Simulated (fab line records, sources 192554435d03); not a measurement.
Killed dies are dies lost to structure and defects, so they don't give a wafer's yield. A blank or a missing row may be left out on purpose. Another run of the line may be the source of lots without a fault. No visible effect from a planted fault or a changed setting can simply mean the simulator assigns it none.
Chamber matching / flow n5 finfet / 4 sister chambers for N5_STI_FIN_REVEAL_ALD_00 on ald sin-03
The step deposits SiO2, target thk 1 nm, pulse time 1 s. 14 wafers are shown with their chamber, then 7 later ones without.

WAFERS PAIRED WITH THEIR CHAMBERS
wafer=L074.1; chamber=3; precursor pulse height rel=1.010; heater power w (W)=504
wafer=L074.2; chamber=1; precursor pulse height rel=0.962; heater power w (W)=479
wafer=L074.3; chamber=0; precursor pulse height rel=0.990; heater power w (W)=498
wafer=L082.2; chamber=3; precursor pulse height rel=1.003; heater power w (W)=512
wafer=L082.3; chamber=1; precursor pulse height rel=1.000; heater power w (W)=502
wafer=L082.5; chamber=0; precursor pulse height rel=1.011; heater power w (W)=489
wafer=L086.1; chamber=1; precursor pulse height rel=0.981; heater power w (W)=537
wafer=L086.3; chamber=0; precursor pulse height rel=0.993; heater power w (W)=523
wafer=L086.4; chamber=2; precursor pulse height rel=1.043; heater power w (W)=489
wafer=L089.1; chamber=0; precursor pulse height rel=0.958; heater power w (W)=521
wafer=L089.2; chamber=2; precursor pulse height rel=1.012; heater power w (W)=471
wafer=L089.3; chamber=1; precursor pulse height rel=1.000; heater power w (W)=559
wafer=L090.1; chamber=0; precursor pulse height rel=0.987; heater power w (W)=521
wafer=L090.5; chamber=1; precursor pulse height rel=1.001; heater power w (W)=546

SIGNATURES (means of the wafers above)
reading=precursor pulse height rel; chamber 0=0.98780; chamber 1=0.98880; chamber 2=1.02750; chamber 3=1.00650; scatter within a chamber=0.0177
reading=heater power w; chamber 0=510.40; chamber 1=524.60; chamber 2=480.00; chamber 3=508.00; scatter within a chamber=23.6
Rule: a wafer lies at a distance from a chamber equal to the root of the sum of squares, over the readings, of (its reading less the chamber's mean, divided by the reading's scatter). If the next closest chamber is less than 2 further off than the closest, the wafer can't be placed; otherwise it belongs to the closest. The scatter: the root of (the sum of the squares of (reading less its chamber's mean) over the shown wafers, divided by (wafers less chambers)).

WAFERS WITH NO CHAMBER GIVEN
wafer=L090.6; precursor pulse height rel=0.986; heater power w (W)=489
wafer=L092.1; precursor pulse height rel=1.032; heater power w (W)=523
wafer=L092.2; precursor pulse height rel=0.985; heater power w (W)=553
wafer=L092.4; precursor pulse height rel=1.006; heater power w (W)=488
wafer=L095.1; precursor pulse height rel=0.977; heater power w (W)=541
wafer=L095.2; precursor pulse height rel=1.006; heater power w (W)=485
wafer=L095.4; precursor pulse height rel=1.022; heater power w (W)=509

CHAMBER TAKEN BY EACH
wafer=L090.6; from the rows above=can't be placed: 0 or 3 or 1 or 2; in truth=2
wafer=L092.1; from the rows above=can't be placed: 3 or 2 or 1 or 0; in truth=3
wafer=L092.2; from the rows above=can't be placed: 1 or 0 or 3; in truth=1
wafer=L092.4; from the rows above=can't be placed: 3 or 2 or 0 or 1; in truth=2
wafer=L095.1; from the rows above=can't be placed: 1 or 0 or 3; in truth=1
wafer=L095.2; from the rows above=can't be placed: 3 or 2 or 0 or 1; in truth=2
wafer=L095.4; from the rows above=can't be placed: 3 or 2 or 0 or 1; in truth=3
Correct placement for 0 of the 7. From these rows, 7 cannot be placed; in 7 the true chamber is one of the candidates. Placed wrongly: 0.
